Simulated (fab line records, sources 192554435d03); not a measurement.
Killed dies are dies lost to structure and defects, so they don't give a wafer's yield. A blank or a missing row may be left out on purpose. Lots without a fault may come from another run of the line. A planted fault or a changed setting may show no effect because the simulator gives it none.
Which tool did it? | flow n5_finfet | 7 lots, 20 wafers sampled, at 8 steps of a route of 1938

WHAT THE GAUGES READ, wafer by wafer
N5_BEOL_M9_OCD_MEAS_38.
lot  | measured     | on     | trench_depth_nm (nm)
L598 | day 11 15:49 | ocd-01 | 152.3 152.8 153.2
L602 | day 13 02:36 | ocd-02 | 148.4 151.0 145.7
L606 | day 14 07:58 | ocd-01 | 128.4 127.1 149.3
L614 | day 16 00:46 | ocd-01 | 154.4 157.8 152.5
L612 | day 16 04:35 | ocd-01 | 149.0 130.6
L616 | day 16 18:11 | ocd-02 | 152.8 153.4 151.1
L617 | day 17 06:46 | ocd-02 | 154.8 150.2 149.9

N5_BEOL_M9_THK_MEAS_53: measures by xrf.
lot  | measured     | on            | M9_THK (nm)
L598 | day 11 18:41 | film_metro-02 | 139.4 141.9 140.6
L602 | day 13 05:25 | film_metro-02 | 137.1 140.2 133.7
L606 | day 14 11:38 | film_metro-01 | 115.9 115.3 136.9
L614 | day 16 03:22 | film_metro-02 | 144.8 144.1 140.5
L612 | day 16 06:40 | film_metro-02 | 135.3 116.0
L616 | day 16 20:32 | film_metro-02 | 142.3 142.8 139.8
L617 | day 17 09:41 | film_metro-02 | 142.0 138.4 139.1

N5_BEOL_M9_RS_MEAS_57: measures by four-point-probe.
lot  | measured     | on            | M9_RS (ohm/sq)
L598 | day 11 18:50 | film_metro-01 | 0.150 0.148 0.150
L602 | day 13 05:33 | film_metro-02 | 0.155 0.152 0.159
L606 | day 14 11:46 | film_metro-02 | 0.185 0.186 0.154
L614 | day 16 03:31 | film_metro-02 | 0.146 0.146 0.151
L612 | day 16 06:49 | film_metro-02 | 0.155 0.185
L616 | day 16 20:40 | film_metro-01 | 0.148 0.148 0.151
L617 | day 17 09:52 | film_metro-01 | 0.147 0.151 0.151

N5_BEOL_M15_RC_MEAS_101.
lot  | measured     | on        | COMB_M10 (S/m)          | COMB_M11 (S/m)          | COMB_M11_max_site (S/m) | COMB_M12 (S/m)          | COMB_M13 (S/m)          | COMB_M13_max_site (S/m) | COMB_M14 (S/m)          | COMB_M15 (S/m)          | COMB_M5 (S/m)           | COMB_M6 (S/m)           | COMB_M7 (S/m)           | COMB_M8 (S/m)           | SERP_M10 (ohm/um) | SERP_M11 (ohm/um) | SERP_M12 (ohm/um) | SERP_M13 (ohm/um) | SERP_M14 (ohm/um) | SERP_M5 (ohm/um) | SERP_M6 (ohm/um) | SERP_M7 (ohm/um) | SERP_M8 (ohm/um) | SERP_M9 (ohm/um) | SERP_M9_max_site (ohm/um)
L598 | day 13 06:10 | prober-01 | 1.6e-11 1.4e-11 2e-11   | 1.6e-11 1.3e-11 1.5e-11 | 2e-11 1.8e-11 2.8e-11   | 5.8e-12 7.5e-12 8.4e-12 | 4.3e-12 6.7e-12 4.4e-12 | 6.2e-12 8.4e-12 7.3e-12 | 3.2e-12 3.4e-12 3.2e-12 | 4e-12 3.8e-12 3.2e-12   | 2.8e-11 5.1e-11 4.4e-11 | 2.1e-11 2.4e-11 2.2e-11 | 2.9e-11 2.8e-11 2.3e-11 | 2.5e-11 3.7e-11 3.2e-11 | 3.20 3.13 2.92    | 2.99 3.03 3.09    | 0.677 0.666 0.632 | 0.313 0.305 0.312 | 0.168 0.168 0.169 | 38.1 41.3 40.0   | 13.2 13.6 13.4   | 13.6 13.7 13.3   | 14.5 14.4 14.4   | 2.99 2.95 3.02   | 3.18 3.11 3.09
L602 | day 14 22:18 | prober-02 | 2.1e-11 1.6e-11 1.6e-11 | 9e-12 1e-11 1.4e-11     | 1.4e-11 1.4e-11 1.8e-11 | 5.3e-12 4.7e-12 4.8e-12 | 5.5e-12 3.6e-12 4.8e-12 | 7.6e-12 4.6e-12 6.9e-12 | 2.2e-12 3.6e-12 4.2e-12 | 1.8e-12 1.6e-12 2.7e-12 | 3e-11 3.8e-11 2.8e-11   | 2.4e-11 2.6e-11 1.4e-11 | 1.8e-11 2e-11 1.7e-11   | 2.8e-11 3.2e-11 3.5e-11 | 3.12 3.29 3.01    | 3.01 2.94 2.89    | 0.669 0.644 0.636 | 0.321 0.310 0.305 | 0.165 0.163 0.165 | 35.4 34.5 36.8   | 14.6 15.7 14.5   | 13.3 13.8 13.1   | 13.1 13.9 13.6   | 3.14 3.05 3.29   | 3.23 3.23 3.43
L606 | day 16 04:53 | prober-01 | 1.8e-11 2.2e-11 2.2e-11 | 1.8e-11 1.4e-11 1.7e-11 | 2.5e-11 1.9e-11 2.7e-11 | 6.5e-12 6.9e-12 8.2e-12 | 4.5e-12 5.3e-12 6.5e-12 | 8.4e-12 9e-12 7.9e-12   | 4.9e-12 4.2e-12 3.9e-12 | 3.4e-12 3e-12 3.4e-12   | 3.1e-11 2.9e-11 2.5e-11 | 2.5e-11 3e-11 3.4e-11   | 2.8e-11 2.4e-11 2e-11   | 3.4e-11 2.7e-11 2.1e-11 | 3.16 3.27 3.28    | 3.07 3.08 3.02    | 0.623 0.653 0.659 | 0.310 0.305 0.307 | 0.163 0.163 0.166 | 41.6 40.2 41.6   | 13.9 15.3 14.2   | 13.6 13.0 13.1   | 14.9 14.2 13.9   | 3.76 3.83 3.10   | 3.83 3.85 3.23
L614 | day 17 19:36 | prober-02 | 1.3e-11 1.4e-11 1e-11   | 1.3e-11 1.7e-11 1.2e-11 | 1.6e-11 2.6e-11 1.9e-11 | 4.9e-12 3.6e-12 4.3e-12 | 4.5e-12 3.9e-12 2.8e-12 | 6.5e-12 4.7e-12 4.2e-12 | 1.8e-12 4.5e-12 2.5e-12 | 2.8e-12 3.1e-12 2.4e-12 | 3.1e-11 4.5e-11 4.5e-11 | 2.6e-11 2.3e-11 2.7e-11 | 2.8e-11 2.9e-11 3.1e-11 | 2.5e-11 2.8e-11 2e-11   | 3.16 3.07 3.17    | 3.02 3.06 3.04    | 0.644 0.654 0.657 | 0.311 0.308 0.311 | 0.165 0.165 0.159 | 37.5 36.2 37.6   | 14.2 14.5 14.0   | 14.2 13.6 13.1   | 14.5 13.9 14.3   | 2.96 2.94 3.14   | 3.06 3.06 3.25
L612 | day 18 05:35 | prober-02 | 1e-11 9e-12             | 1.3e-11 1.3e-11         | 1.6e-11 1.9e-11         | 4.9e-12 4.4e-12         | 6.8e-12 5.8e-12         | 9.4e-12 8.3e-12         | 2.6e-12 3.6e-12         | 1.9e-12 1.9e-12         | 4.8e-11 5e-11           | 3e-11 3e-11             | 2.2e-11 3.2e-11         | 2.1e-11 2.8e-11         | 3.07 3.30         | 3.05 3.14         | 0.636 0.659       | 0.318 0.309       | 0.160 0.160       | 37.1 41.0        | 14.6 14.0        | 13.6 13.9        | 15.3 14.5        | 3.09 3.59        | 3.17 3.91
L616 | day 18 16:00 | prober-02 | 1.1e-11 1e-11 1e-11     | 1.4e-11 1.7e-11 1.2e-11 | 2e-11 2.6e-11 1.7e-11   | 4.5e-12 4.8e-12 4.5e-12 | 3.3e-12 3e-12 4.5e-12   | 6.3e-12 6.1e-12 7.4e-12 | 4.2e-12 3.5e-12 3.1e-12 | 2.2e-12 3.2e-12 4.2e-12 | 2.5e-11 3.3e-11 4.1e-11 | 2.4e-11 1.8e-11 1.7e-11 | 2.1e-11 2.7e-11 2.7e-11 | 1.6e-11 2.2e-11 2.2e-11 | 3.04 3.10 3.08    | 3.04 3.10 3.03    | 0.664 0.644 0.635 | 0.311 0.303 0.313 | 0.165 0.160 0.166 | 38.7 38.2 39.6   | 14.0 14.4 14.5   | 13.8 13.5 13.1   | 13.9 14.4 13.8   | 2.99 3.04 3.06   | 3.03 3.16 3.17
L617 | day 18 23:42 | prober-02 | 1.3e-11 1.5e-11 1.5e-11 | 1.1e-11 1.1e-11 1.6e-11 | 1.4e-11 1.6e-11 3.2e-11 | 4.4e-12 5.5e-12 6.9e-12 | 4.1e-12 4.5e-12 4.6e-12 | 4.9e-12 6.9e-12 6.1e-12 | 2.5e-12 3e-12 3.9e-12   | 1.1e-12 2.3e-12 2.6e-12 | 4.4e-11 5.5e-11 3.9e-11 | 1.9e-11 2e-11 2.8e-11   | 1.6e-11 2.4e-11 2.4e-11 | 2.7e-11 2.2e-11 2.5e-11 | 3.10 3.05 2.92    | 2.96 3.04 2.96    | 0.630 0.661 0.653 | 0.311 0.302 0.300 | 0.161 0.165 0.155 | 38.2 37.4 38.7   | 13.4 14.6 13.4   | 12.2 13.5 12.5   | 13.9 14.5 14.2   | 3.00 3.14 3.09   | 3.12 3.28 3.14

WHICH TOOL RAN EACH LOT (tool, then ch and the chambers of the sampled wafers, then the start)
lot  | N5_BEOL_M9_ETCH_66                 | N5_BEOL_M9_TRENCH_ETCH_37          | N5_BEOL_M9_STRIP_80                           | N5_BEOL_M9_PRE_CLEAN_45
L598 | rie_diel-06 ch 0,1, day 11 15:26   | rie_diel-06 ch 0,1, day 11 15:38   | rie_diel-06 ch 0,1, day 11 15:49 or earlier   | pvd_sputter-01, day 11 16:40
L602 | rie_diel-06 ch 0,2,3, day 13 02:13 | rie_diel-06 ch 0,2,3, day 13 02:25 | rie_diel-06 ch 0,2,3, day 13 02:36 or earlier | pvd_sputter-02, day 13 03:15
L606 | rie_diel-06 ch 1,3, day 14 07:35   | rie_diel-06 ch 1,3, day 14 07:47   | rie_diel-06 ch 1,3, day 14 07:58 or earlier   | pvd_sputter-01, day 14 09:56
L614 | rie_diel-02 ch 0,1,2, day 16 00:23 | rie_diel-02 ch 0,1,2, day 16 00:35 | rie_diel-02 ch 0,1,2, day 16 00:46 or earlier | pvd_sputter-03, day 16 01:37
L612 | rie_diel-06 ch 0,2, day 16 04:13   | rie_diel-06 ch 0,2, day 16 04:25   | rie_diel-06 ch 0,2, day 16 04:35 or earlier   | pvd_sputter-02, day 16 05:14
L616 | rie_diel-05 ch 0,1, day 16 17:49   | rie_diel-05 ch 0,1, day 16 18:01   | rie_diel-05 ch 0,1, day 16 18:11 or earlier   | pvd_sputter-03, day 16 19:01
L617 | rie_diel-02 ch 0,1, day 17 06:23   | rie_diel-02 ch 0,1, day 17 06:35   | rie_diel-02 ch 0,1, day 17 06:46 or earlier   | pvd_sputter-03, day 17 07:19
- N5_BEOL_M9_ETCH_66: etches SOC in N2/H2, target depth 80 nm, overetch 16 nm, time 120 s.
- N5_BEOL_M9_TRENCH_ETCH_37: etches SiCOH lowk in C4F6/O2, target depth 151.43 nm, time 49 s.
- N5_BEOL_M9_STRIP_80: strips in N2/H2, time 10 s.
- N5_BEOL_M9_PRE_CLEAN_45: time 30 s.

WHAT THE TOOLS THEMSELVES READ (means of the sampled wafers that have a number; where no wafer has one, the mark that the record gives instead)
N5_BEOL_M9_ETCH_66.
lot  | tool        | drypump_motor_current_A (A) | oes_product_au (a.u.) | rf_vpp_V (V) | showerhead_plenum_p_Torr (Torr) | throttle_valve_pct (%)
L598 | rie_diel-06 | 5.7                         | 0.57                  | 520.4        | 2.40                            | 18.10
L602 | rie_diel-06 | 5.8                         | 0.58                  | 521.9        | 2.44                            | 18.02
L606 | rie_diel-06 | 6.2                         | 0.54                  | 520.4        | 2.43                            | 18.10
L614 | rie_diel-02 | 6.0                         | 0.62                  | 524.0        | 2.57                            | 17.69
L612 | rie_diel-06 | 5.7                         | 0.59                  | 522.2        | 2.46                            | 18.05
L616 | rie_diel-05 | 5.7                         | 0.68                  | 524.6        | 2.55                            | 17.74
L617 | rie_diel-02 | 6.4                         | 0.63                  | 527.2        | 2.65                            | 17.70

N5_BEOL_M9_TRENCH_ETCH_37.
lot  | tool        | drypump_motor_current_A (A) | oes_o_777_au (a.u.) | oes_product_au (a.u.) | rf_vpp_V (V) | showerhead_plenum_p_Torr (Torr) | throttle_valve_pct (%)
L598 | rie_diel-06 | 5.7                         | 0.76                | 0.75                  | 661          | 2.69                            | 21.2
L602 | rie_diel-06 | 5.7                         | 0.76                | 0.76                  | 674          | 2.73                            | 21.2
L606 | rie_diel-06 | 6.2                         | 0.70                | 0.65                  | 678          | 2.74                            | 21.3
L614 | rie_diel-02 | 6.0                         | 0.81                | 0.82                  | 679          | 2.88                            | 20.8
L612 | rie_diel-06 | 5.7                         | 0.79                | 0.75                  | 668          | 2.73                            | 21.1
L616 | rie_diel-05 | 5.7                         | 0.87                | 0.90                  | 668          | 2.87                            | 20.8
L617 | rie_diel-02 | 6.4                         | 0.83                | 0.82                  | 679          | 2.95                            | 20.7

N5_BEOL_M9_STRIP_80.
lot  | tool        | drypump_motor_current_A (A) | oes_product_au (a.u.) | rf_vpp_V (V) | showerhead_plenum_p_Torr (Torr) | throttle_valve_pct (%)
L598 | rie_diel-06 | 5.7                         | 0.74                  | 59.3         | 2.40                            | 23.90
L602 | rie_diel-06 | 5.8                         | 0.76                  | 59.4         | 2.43                            | 23.83
L606 | rie_diel-06 | 6.2                         | 0.69                  | 59.3         | 2.42                            | 23.85
L614 | rie_diel-02 | 6.0                         | 0.81                  | 59.6         | 2.57                            | 23.58
L612 | rie_diel-06 | 5.7                         | 0.78                  | 59.1         | 2.44                            | 23.87
L616 | rie_diel-05 | 5.7                         | 0.89                  | 59.2         | 2.55                            | 23.80
L617 | rie_diel-02 | 6.4                         | 0.82                  | 59.3         | 2.65                            | 23.64

N5_BEOL_M9_PRE_CLEAN_45.
lot  | tool           | heater_power_w (W)
L598 | pvd_sputter-01 | 332
L602 | pvd_sputter-02 | 334
L606 | pvd_sputter-01 | 338
L614 | pvd_sputter-03 | 275
L612 | pvd_sputter-02 | 303
L616 | pvd_sputter-03 | 296
L617 | pvd_sputter-03 | 327

THE ANSWER, worked out from the rows above alone
Rule: what is usual is taken from the lots themselves. Put in order of their means at a reading, lots are off if they are a third of the lots or fewer, leave a main group of 4 or more, and stand apart from it by a gap of 3 or more times the standard deviation of the main group's means; of several such gaps the widest counts. A main group whose means are all the same, to the digits that the tables above print for the reading, isn't used. A lot without any number at a reading at which 4 lots or more have one is off too. The other lots that the step has rows for count as sound. The gauges are gone through in route order, then the tools' own readings, and for those a lot's mean is taken as printed above. The first step at which some lot is off is used, and at that step the reading that is off furthest; a lot without a number counts as furthest.
Off: L606, L612, at N5_BEOL_M9_OCD_MEAS_38 (trench_depth_nm). The main group: mean 152.0 nm, standard deviation 2.1.
A tool fits if, at a process step before that reading, it ran every lot that is off, and no sound lot after the first of them. The gauges at N5_BEOL_M9_OCD_MEAS_38 aren't tried: what is off there is off at N5_BEOL_M9_THK_MEAS_53 too, on other tools, and a gauge's error can't cause that. N5_BEOL_M9_STRIP_80 gives no start for some lots, so the hours and the order of its lots are those of N5_BEOL_M9_OCD_MEAS_38. One fits: rie_diel-06 at N5_BEOL_M9_ETCH_66 and N5_BEOL_M9_TRENCH_ETCH_37 and N5_BEOL_M9_STRIP_80. At N5_BEOL_M9_ETCH_66 its last sound lot is L602 (day 13 02:13), its first lot that is off L606 (day 14 07:35): a fault that began between those two fits.

WHAT THE SIMULATOR HAD PUT IN
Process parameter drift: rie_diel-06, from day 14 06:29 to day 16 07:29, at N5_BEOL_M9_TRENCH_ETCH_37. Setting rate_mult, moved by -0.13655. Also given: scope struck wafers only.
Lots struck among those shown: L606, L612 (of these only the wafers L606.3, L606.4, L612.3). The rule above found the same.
